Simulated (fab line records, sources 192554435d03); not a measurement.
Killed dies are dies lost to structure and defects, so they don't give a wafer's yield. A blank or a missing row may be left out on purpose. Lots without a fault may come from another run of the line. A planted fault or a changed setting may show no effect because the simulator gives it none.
fab line records | flow n5_finfet
record lots=10 wafers=27 last_day=17
route steps=1938 shown SDB@356 BEOL_M4@1111 PASSIVATION@1936
lots that met no fault: from a run of the same line without faults
start_h: hours from the record's first day to the start of the lot's first wafer shown | wait_h: hours since the lot's step before | " the same as in the row above | L1.1+2: a row that stands for several wafers | - no value, or no start given | * or withheld: withheld | < > ~ a bound
route shown NAME@n: a module of which the file shows steps, and the number in the route of the first | usual: mean/standard deviation of fault-free wafers | same: alike in all rows | chamber/n: place in a boat | sites: the reading at each site | _std_site: their standard deviation | _edge_site: outer sites' mean less inner sites' | radius_mm: how far each site lies from the wafer's centre | mask NAME#n: copy n | behind: the tool/chamber that last shaped the wafer | hold: why the lot was held/for how many hours/how that ended | device: the transistor (n, p or np) that didn't switch | end of line: the same wafers' tests at the end of the route | a step without rows: its recipe alone | killed: dies lost to structure and defects at the first sort, not the wafer's yield | map: a wafer's dies, x killed, . not, _ none there
set.NAME: the setting as run; set.NAME@STEP: as run at that earlier step | model.NAME: the simulator's own value behind a step, which no gauge read
steps of the route over a sample of lots; a table a step, a row a wafer
services: from which hour (start_h, from the record's first day; less than 0 if before it) a tool's chamber was out of use, for how many hours, and why
## steps
# step N5_SDB_CD_MEAS_11
# recipe target_cd_nm=50 landing_energy_ev=500 detector=se_inlens polarity=opening
# usual cd_nm=50.2/0.85
# columns lot.wafer tool chamber start_h wait_h cd_nm
L869.1 cd_sem-03 0 86.30 - 49.3
L869.5 " 0 " " 48.8
L869.6 " 0 " " 49.4
L871.1 cd_sem-03 0 103.31 - 48.7
L871.2 " 0 " " 49.5
L871.3 " 0 " " 49.9
L872.2 cd_sem-02 0 105.49 - 49.2
L872.5 " 0 " " 48.7
L872.6 " 0 " " 49.7
L873.1 cd_sem-03 0 112.50 - 50.0
L873.2 " 0 " " 51.4
L873.6 " 0 " " 50.2
L875.1 cd_sem-02 0 122.38 - 49.9
L875.3 " 0 " " 49.8
L875.5 " 0 " " 49.7
L876.1 cd_sem-03 0 129.83 - 49.8
L876.3 " 0 " " 51.2
L876.6 " 0 " " 49.5
L878.2 cd_sem-03 0 141.81 - 50.3
L878.5 " 0 " " 49.1
L878.6 " 0 " " 50.0
L885.4 cd_sem-03 0 181.13 - 51.0
L885.5 " 0 " " 50.9
L886.4 cd_sem-01 0 184.29 - 51.1
L886.6 " 0 " " 50.9
L889.3 cd_sem-02 0 204.77 - 51.1
L889.5 " 0 " " 51.3
# step N5_SDB_OVL_MEAS_12
# recipe points_per_wafer=44
# usual SDB_OVL=-0.2/0.67
# columns lot.wafer tool chamber start_h wait_h SDB_OVL[nm]
L869.1 overlay-02 0 86.33 0.0 -0.8
L869.5 " 0 " " 0.6
L869.6 " 0 " " -0.7
L871.1 overlay-02 0 103.34 0.0 -0.7
L871.2 " 0 " " 0.3
L871.3 " 0 " " 0.4
L872.2 overlay-02 0 105.52 0.0 1.0
L872.5 " 0 " " -0.7
L872.6 " 0 " " -0.3
L873.1 overlay-01 0 112.53 0.0 0.7
L873.2 " 0 " " -0.1
L873.6 " 0 " " -0.5
L875.1 overlay-01 0 122.41 0.0 -0.1
L875.3 " 0 " " 0.6
L875.5 " 0 " " -0.8
L876.1 overlay-01 0 129.86 0.0 -0.5
L876.3 " 0 " " -0.4
L876.6 " 0 " " -1.6
L878.2 overlay-02 0 141.84 0.0 -0.6
L878.5 " 0 " " 0.1
L878.6 " 0 " " -0.1
L885.4 overlay-02 0 181.16 0.0 -1.2
L885.5 " 0 " " -1.4
L886.4 overlay-01 0 184.32 0.0 0.7
L886.6 " 0 " " 1.2
L889.3 overlay-01 0 204.79 0.0 -0.7
L889.5 " 0 " " -0.3
# step N5_SDB_STRIP_21
# recipe chemistry=CF4 resist=SiARC power_w=300 bias_power_w=75 pressure_mtorr=50 cf4_flow_sccm=150 rf_frequency_hz=6e+07
# usual drypump_motor_current_A=5.7/0.5 oes_product_au=0.76/0.087 rf_vpp_V=271.2/1.4 showerhead_plenum_p_Torr=1.79/0.054 throttle_valve_pct=13.64/0.24
# columns lot.wafer tool chamber start_h wait_h drypump_motor_current_A oes_product_au rf_hours_counter_h rf_vpp_V showerhead_plenum_p_Torr throttle_valve_pct
L869.1 rie_diel-06 3 86.60 0.0 6.8 0.76 138 272.9 1.86 13.60
L869.5 " 2 " " 5.4 0.70 - 269.8 1.77 13.81
L869.6 " 3 " " 6.8 0.76 - 271.1 1.86 13.62
L871.1 rie_diel-06 2 103.64 0.0 5.4 0.71 234 270.3 1.76 13.84
L871.2 " 0 " " 5.5 0.77 115 273.3 1.88 13.68
L871.3 " 3 " " 6.8 0.76 143 272.0 1.86 13.62
L872.2 rie_diel-01 3 106.07 0.0 5.8 0.96 3 272.0 1.83 13.32
L872.5 " 1 " " 4.9 0.68 - 271.8 1.77 13.74
L872.6 " 0 " " 5.3 0.69 - 273.7 1.84 14.13
L873.1 rie_diel-01 2 112.80 0.0 5.5 0.74 148 270.4 1.79 13.45
L873.2 " 0 " " 5.4 0.68 244 272.1 1.84 14.12
L873.6 " 2 " " 5.5 0.74 - 271.4 1.79 13.45
L875.1 rie_diel-04 1 123.19 0.0 5.6 0.71 193 271.4 1.78 13.58
L875.3 " 0 " " 5.6 0.70 220 269.7 1.77 13.97
L875.5 " 1 " " 5.6 0.71 - 272.1 1.78 13.59
L876.1 rie_diel-04 0 130.40 0.0 5.6 0.70 222 271.1 1.77 13.97
L876.3 " 1 " " 5.6 0.70 195 272.0 1.78 13.59
L876.6 " 3 " " 5.6 0.74 - 270.5 1.72 13.40
L878.2 rie_diel-04 1 142.11 0.0 5.6 0.70 201 271.4 1.78 13.61
L878.5 " 0 " " 5.6 0.70 - 270.1 1.77 13.99
L878.6 " 1 " " 5.6 0.71 - 271.4 1.78 13.59
L885.4 rie_diel-04 1 181.43 0.0 5.6 0.70 215 271.5 1.78 13.64
L885.5 " 3 " " 5.6 0.74 - 269.9 1.72 13.47
L886.4 rie_diel-04 0 184.80 0.0 5.6 0.69 242 270.6 1.77 14.03
L886.6 " 3 " " 5.6 0.74 - 269.9 1.72 13.48
L889.3 rie_diel-06 2 205.06 0.0 5.4 0.92 15 271.6 1.76 13.32
L889.5 " 2 " " 5.4 0.92 - 270.0 1.76 13.32
# step N5_SDB_CMP_30
# recipe stop_on=poly-Si t_overpolish_s=1.54 post_cmp_clean=alkaline_brush down_force_psi=4.1491 platen_rpm=51.796 pad_velocity_m_s=1.0306 target_thk_nm=30
# usual motor_current_A=12.2/1.7 overpolish_run_s=1.541/0.0089 time_to_endpoint_s=18.5/1.8
# columns lot.wafer tool chamber start_h wait_h motor_current_A overpolish_run_s time_to_endpoint_s
L869.1 cmp-01 0 90.58 1.5 14.9 1.542 21.5
L869.6 " 2 " " 13.3 1.529 20.6
L869.5 " 3 " " 10.4 1.547 17.6
L871.1 cmp-04 2 107.40 1.4 13.9 1.535 18.1
L871.2 " 3 " " 11.7 1.540 18.1
L871.3 " 0 " " 11.3 1.525 21.3
L872.2 cmp-01 2 109.46 1.5 13.5 1.548 18.8
L872.6 " 0 " " 14.5 1.549 18.4
L872.5 " 1 " " 10.3 1.553 18.4
L873.1 cmp-04 2 116.20 1.5 14.5 1.542 17.6
L873.2 " 3 " " 11.8 1.547 17.7
L873.6 " 0 " " 12.0 1.546 18.3
L875.3 cmp-02 1 126.93 1.5 13.4 1.534 20.1
L875.1 " 2 " " 11.6 1.549 19.7
L875.5 " 3 " " 12.9 1.528 16.3
L876.3 cmp-04 1 133.72 1.4 10.6 1.533 20.4
L876.1 " 3 " " 11.7 1.545 19.7
L876.6 " 2 " " 14.8 1.565 17.0
L878.2 cmp-04 1 145.69 1.4 10.5 1.535 21.0
L878.5 " 0 " " 11.9 1.558 21.2
L878.6 " 1 " " 10.3 1.538 20.3
L885.4 cmp-01 2 184.80 1.4 13.1 1.566 7.8
L885.5 " 1 " " 10.2 1.536 10.2
L886.4 cmp-01 1 188.52 1.5 10.3 1.540 10.2
L886.6 " 0 " " 14.7 1.539 17.9
L889.3 cmp-01 2 208.50 1.5 13.1 1.544 16.7
L889.5 " 0 " " 15.2 1.528 8.9
# step N5_SDB_THK_MEAS_31
# recipe reads=a-Si_of_DUMMY_GATE_CVD_03
# usual SDB_THK=64.5/0.92
# columns lot.wafer tool chamber start_h wait_h SDB_THK[nm]
L869.1 film_metro-01 - 90.80 - 63.5
L869.5 " - " " 62.7
L869.6 " - " " 62.4
L871.1 film_metro-01 - 107.70 - 62.9
L871.2 " - " " 64.1
L871.3 " - " " 65.0
L872.2 film_metro-02 - 109.68 - 64.3
L872.5 " - " " 65.5
L872.6 " - " " 65.9
L873.1 film_metro-01 - 116.42 - 65.3
L873.2 " - " " 64.3
L873.6 " - " " 63.9
L875.1 film_metro-01 - 127.15 - 63.1
L875.3 " - " " 63.1
L875.5 " - " " 63.9
L876.1 film_metro-02 - 134.01 - 64.8
L876.3 " - " " 65.5
L876.6 " - " " 64.8
L878.2 film_metro-01 - 145.95 - 64.0
L878.5 " - " " 64.0
L878.6 " - " " 64.1
L885.4 film_metro-01 - 185.06 - 60.7
L885.5 " - " " 61.7
L886.4 film_metro-01 - 188.74 - 60.4
L886.6 " - " " 64.4
L889.3 film_metro-01 - 208.68 - 65.6
L889.5 " - " " 60.8
# step N5_BEOL_M4_RC_MEAS_101
# usual DIBL_N=36.4/1.5 DIBL_P=36.6/1.9 IOFF_N=0.155/0.021 IOFF_P=0.211/0.028 ION_N=671/8.6 ION_P=462/5.8 SS_N=71.5/0.5 SS_P=73.4/0.58 VT_N=250.1/2.4 VT_P=-250.1/3
# columns lot.wafer tool chamber start_h wait_h DIBL_N[mV/V] DIBL_P[mV/V] IOFF_N[nA/um] IOFF_P[nA/um] ION_N[uA/um] ION_P[uA/um] SS_N[mV/dec] SS_P[mV/dec] VT_N[mV] VT_P[mV]
L869.1 prober-01 0 186.47 0.0 37.2 39.2 0.161 0.217 673 462 71.3 73.6 252.4 -251.4
L869.5 " 0 " " 38.2 39.4 0.176 0.220 674 460 72.0 73.9 250.6 -250.6
L869.6 " 0 " " 34.9 36.1 0.127 0.173 660 453 71.1 72.8 256.3 -252.3
L871.1 prober-01 0 190.62 0.0 34.9 34.8 0.137 0.224 657 464 70.6 72.8 254.1 -246.3
L871.2 " 0 " " 34.0 33.9 0.129 0.204 661 463 70.9 72.6 256.0 -251.0
L871.3 " 0 " " 33.9 33.5 0.126 0.202 660 466 71.0 72.7 249.6 -251.1
L872.2 prober-02 0 207.85 0.2 36.5 36.7 0.155 0.208 673 460 71.6 73.4 250.9 -250.0
L872.5 " 0 " " 34.8 33.9 0.126 0.179 664 459 71.2 72.0 250.4 -253.1
L872.6 " 0 " " 36.1 36.1 0.144 0.205 669 462 71.3 73.7 252.1 -252.4
L873.1 prober-01 0 208.23 0.0 37.1 38.8 0.171 0.237 675 466 72.0 73.4 248.3 -246.5
L873.2 " 0 " " 36.5 37.6 0.168 0.222 674 463 71.3 73.5 247.9 -247.4
L873.6 " 0 " " 36.7 38.3 0.163 0.237 675 464 71.5 73.5 249.0 -246.5
L875.1 prober-02 0 224.30 0.0 37.3 36.8 0.157 0.208 676 460 71.5 73.1 250.6 -246.9
L875.3 " 0 " " 36.9 34.5 0.142 0.175 670 454 71.5 72.3 249.8 -251.8
L875.5 " 0 " " 38.4 37.2 0.170 0.222 679 466 71.0 73.1 250.6 -248.8
L876.1 prober-02 0 230.69 0.0 35.1 37.2 0.155 0.237 672 468 71.5 73.1 249.5 -246.7
L876.3 " 0 " " 34.4 36.2 0.144 0.221 669 458 71.2 73.0 250.6 -246.5
L876.6 " 0 " " 33.7 35.3 0.133 0.204 662 461 71.7 72.8 252.6 -252.6
L878.2 prober-01 0 236.81 0.2 34.5 32.8 0.128 0.193 666 461 70.5 73.8 250.2 -249.4
L878.5 " 0 " " 38.3 37.4 0.196 0.279 681 475 71.3 73.9 242.4 -240.7
L878.6 " 0 " " 37.3 35.7 0.183 0.255 686 479 72.2 73.6 245.2 -242.6
L885.4 prober-01 0 280.89 0.5 37.3 37.8 0.171 0.209 677 460 71.3 73.5 247.6 -250.5
L885.5 " 0 " " 37.1 37.6 0.171 0.207 675 462 71.4 73.2 248.3 -250.1
L886.4 prober-01 0 284.42 0.5 37.1 38.9 0.177 0.230 673 466 71.9 74.6 247.2 -249.3
L886.6 " 0 " " 36.7 37.9 0.158 0.207 665 453 72.0 74.0 250.0 -247.9
L889.3 prober-02 0 308.56 0.3 37.5 37.3 0.160 0.168 675 452 72.1 73.6 248.8 -257.4
L889.5 " 0 " " 38.2 38.1 0.175 0.183 691 461 71.8 73.1 247.3 -256.1
# step N5_PASSIVATION_PROBE_49
# usual defect_limited_yield=91.5/1.4 killed_at_M0_to_M3=33/10 killed_at_M4_up=13/5 killed_at_contacts=13/5.6 killed_at_front_end=38/12 killed_at_other=3.9/2.7 killed_dies=100/16 killed_open=66/13 killed_short=32/7.2 sort_bin_5_function=5.0/0.97 sort_bin_6_memory=3.2/0.61 sort_n_pass=1080/16 sort_yield_pct=91.5/1.4
# same gross_dies=1180 killed_at_back_side=0 sort_bin_4_leakage[%]=0 sort_bin_8_speed[%]=0
# columns lot.wafer tool chamber start_h wait_h defect_limited_yield[%] killed_at_M0_to_M3 killed_at_M4_up killed_at_contacts killed_at_front_end killed_at_other killed_dies killed_open killed_short sort_bin_5_function[%] sort_bin_6_memory[%] sort_n_pass sort_yield_pct[%]
L875.1 prober-01 - 329.83 0.0 89.2 32 17 15 61 2 127 94 33 6.3 4.2 1053 89.2
L875.3 prober-01 - 329.93 0.1 89.4 40 17 14 52 2 125 96 28 7.0 3.4 1055 89.4
L875.5 prober-01 - 330.03 0.2 91.4 16 25 16 44 1 102 77 25 4.6 3.9 1078 91.4
L886.4 prober-01 - 387.42 0.2 90.4 44 31 15 23 0 113 78 35 5.3 4.1 1067 90.4
# killed by level:class
L875.1 STI_FIN_REVEAL:geometric_particle:open=35 MOL_CONTACT_COAG:geometric_particle:open=14 BEOL_M0_SAQP:geometric_particle:open=12 STI_FIN_REVEAL:geometric_particle:short=9 BEOL_M3:geometric_particle:open=5 FIN_SAQP:geometric_particle:short=4 GATE_CUT:geometric_particle:short=4 FIN_SAQP:geometric_particle:open=3
L875.3 STI_FIN_REVEAL:geometric_particle:open=19 MOL_CONTACT_COAG:geometric_particle:open=13 BEOL_M0_SAQP:geometric_particle:open=10 BEOL_M1:geometric_particle:open=8 BEOL_M3:geometric_particle:open=8 BEOL_M5:geometric_particle:open=8 BEOL_M0_SAQP:geometric_particle:short=7 GATE_CUT:geometric_particle:short=6
L875.5 STI_FIN_REVEAL:geometric_particle:open=14 MOL_CONTACT_COAG:geometric_particle:open=14 BEOL_M5:geometric_particle:open=8 GATE_CUT:geometric_particle:open=7 BEOL_M6:geometric_particle:open=6 FIN_SAQP:geometric_particle:open=4 GATE_CUT:geometric_particle:short=4 BEOL_M3:geometric_particle:open=4
L886.4 BEOL_M4:geometric_particle:open=25 BEOL_M0_SAQP:geometric_particle:open=14 MOL_CONTACT_COAG:geometric_particle:open=9 BEOL_M0_SAQP:geometric_particle:short=8 MOL_CONTACT_COAG:geometric_particle:short=6 BEOL_M2:geometric_particle:open=6 FIN_SAQP:geometric_particle:short=4 FIN_SAQP:geometric_particle:open=4
## services
# columns tool chamber start_h hours kind
cmp-04 - 63.52 - consumable_replace:conditioner
cmp-04 - 63.52 - consumable_replace:pad
rie_diel-01 1 86.89 2.2 repair
rie_diel-06 3 95.74 5.3 repair
rie_diel-06 1 102.17 2.4 repair
cmp-04 - 103.67 1.1 repair
rie_diel-01 - 104.58 0.5 repair
cmp-04 - 111.69 1.2 repair
cmp-01 - 113.35 4.6 pm
cmp-02 - 113.67 4.0 pm
rie_diel-06 0 118.56 6.0 repair
cmp-02 - 118.87 0.6 repair
cmp-01 - 128.92 2.1 repair
rie_diel-04 2 135.03 - clean
rie_diel-04 2 135.03 - consumable_replace:focus_ring
rie_diel-04 2 135.03 - consumable_replace:showerhead
rie_diel-04 2 135.03 19.1 scheduled_down
rie_diel-04 2 135.03 19.1 vent_cycle
cmp-01 - 153.57 2.0 repair
cmp-02 - 195.41 0.5 repair
rie_diel-04 0 204.28 - clean
rie_diel-04 0 204.28 - consumable_replace:focus_ring
rie_diel-04 0 204.28 17.3 scheduled_down
rie_diel-04 0 204.28 17.3 vent_cycle
## key
first_sign step=N5_SDB_CMP_30 reading=time_to_endpoint_s direction=down sigmas=5.1 usual=* struck=*
effect step=N5_SDB_THK_MEAS_31 reading=SDB_THK direction=down sigmas=3.9 usual=64.5 struck=60.9
met_at N5_SDB_CMP_30
struck_lots L885,L886,L889
struck_wafers L885.4,L885.5,L886.4,L889.5
not_acting_at N5_SDB_CD_MEAS_11,N5_SDB_OVL_MEAS_12,N5_SDB_STRIP_21
onset_between 109.46 184.80
fault kind=process_parameter_drift tool=cmp-01 chamber=- onset_h=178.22 steps=N5_SDB_CMP_30 channel=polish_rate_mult offset=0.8 shape=step end_h=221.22 scope=struck_wafers_only
